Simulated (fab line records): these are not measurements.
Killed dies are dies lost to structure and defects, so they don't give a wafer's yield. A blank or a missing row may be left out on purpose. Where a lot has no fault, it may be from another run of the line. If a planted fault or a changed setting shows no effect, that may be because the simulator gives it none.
What tool caused it? / flow n5Finfet / 6 lots, 18 wafers sampled, at 1 step of a route of 1938

== WHAT THE GAUGES SHOWED, per wafer ==
N5_BEOL_M11_OCD_MEAS_38.
lot=L932; measured=day 11 05:31; on=ocd-02; trenchDepthNm (nm)=146.7 149.7 148.2
lot=L936; measured=day 11 23:35; on=ocd-02; trenchDepthNm (nm)=148.4 148.3 147.5
lot=L938; measured=day 12 13:27; on=ocd-02; trenchDepthNm (nm)=152.2 153.0 153.1
lot=L942; measured=day 14 00:00; on=ocd-02; trenchDepthNm (nm)=150.6 150.3 151.4
lot=L948; measured=day 14 07:14; on=ocd-02; trenchDepthNm (nm)=149.5 146.4 147.4
lot=L951; measured=day 15 14:12; on=ocd-02; trenchDepthNm (nm)=153.0 150.9 150.6

== WHICH TOOL RAN EACH LOT (tool, then ch and the chambers of the sampled wafers, then the start) ==
Before these readings, the record contains no process step.

== THE ANSWER, worked out from the rows above alone ==
Rule: the lots themselves supply what counts as usual. Put in order of their means at a reading, lots are off if they are a third of the lots or fewer, leave a main group of 4 or more, and stand apart from it by a gap of 3 or more times the standard deviation of the main group's means; of several such gaps the widest counts. The tables above print the reading to a certain number of digits; a main group whose means all agree to those digits is not used. Also off: a lot with no number at a reading for which 4 or more lots have one. Any other lot the step has rows for is counted as sound.
None of the lots is off at any reading shown; this tells nothing.

== WHAT THE SIMULATOR HAD INSERTED ==
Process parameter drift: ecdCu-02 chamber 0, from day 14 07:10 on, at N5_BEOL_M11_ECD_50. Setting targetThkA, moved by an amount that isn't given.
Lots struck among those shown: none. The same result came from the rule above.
